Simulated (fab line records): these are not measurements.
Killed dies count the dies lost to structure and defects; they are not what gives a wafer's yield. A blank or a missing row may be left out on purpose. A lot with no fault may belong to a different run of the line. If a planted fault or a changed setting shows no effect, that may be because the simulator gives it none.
Chamber matching -- flow n5-finfet -- N5_HKMG_FIN_ALD_75 on ald-hk-02: 4 sister chambers
The step deposits Al2O3, target thk 1 nm, co reactant pulse time 1 s. 4 wafers are shown with their chamber, then 9 later ones without.

EACH WAFER AND ITS CHAMBER
wafer,chamber,heater-power-outer-w (W)
L079.4,1,73
L085.1,2,78
L085.3,3,85
L085.6,0,77

WAFERS WHOSE CHAMBER IS MISSING
wafer,heater-power-outer-w (W)
L086.2,87
L086.3,77
L086.4,74
L088.3,78
L088.5,85
L088.6,78
L090.1,87
L090.2,73
L090.6,75

CHAMBER TAKEN BY EACH
wafer,from the rows above,in truth
L086.2,3,3
L086.3,can't be placed: 0 or 2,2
L086.4,can't be placed: 1 or 0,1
L088.3,can't be placed: 2 or 0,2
L088.5,3,3
L088.6,can't be placed: 2 or 0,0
L090.1,3,3
L090.2,1,1
L090.6,can't be placed: 0 or 1 or 2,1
Correct placement for 4 of the 9. Unplaceable from these rows: 5, with the true chamber sitting among the candidates in 5. 0 placed wrongly.
How it was worked out, from the rows above alone: a wafer's distance from a chamber is the root of the sum, over the readings, of the square of ((its reading less the chamber's mean) divided by the reading's scatter). The wafer belongs to the nearest chamber; if the next one is less than 2 further off, it can't be placed. A chamber's mean is the mean of its shown wafers. The scatter: with one shown wafer a chamber, the root of the mean of the squares of how far each hidden wafer lies from its nearest shown one.
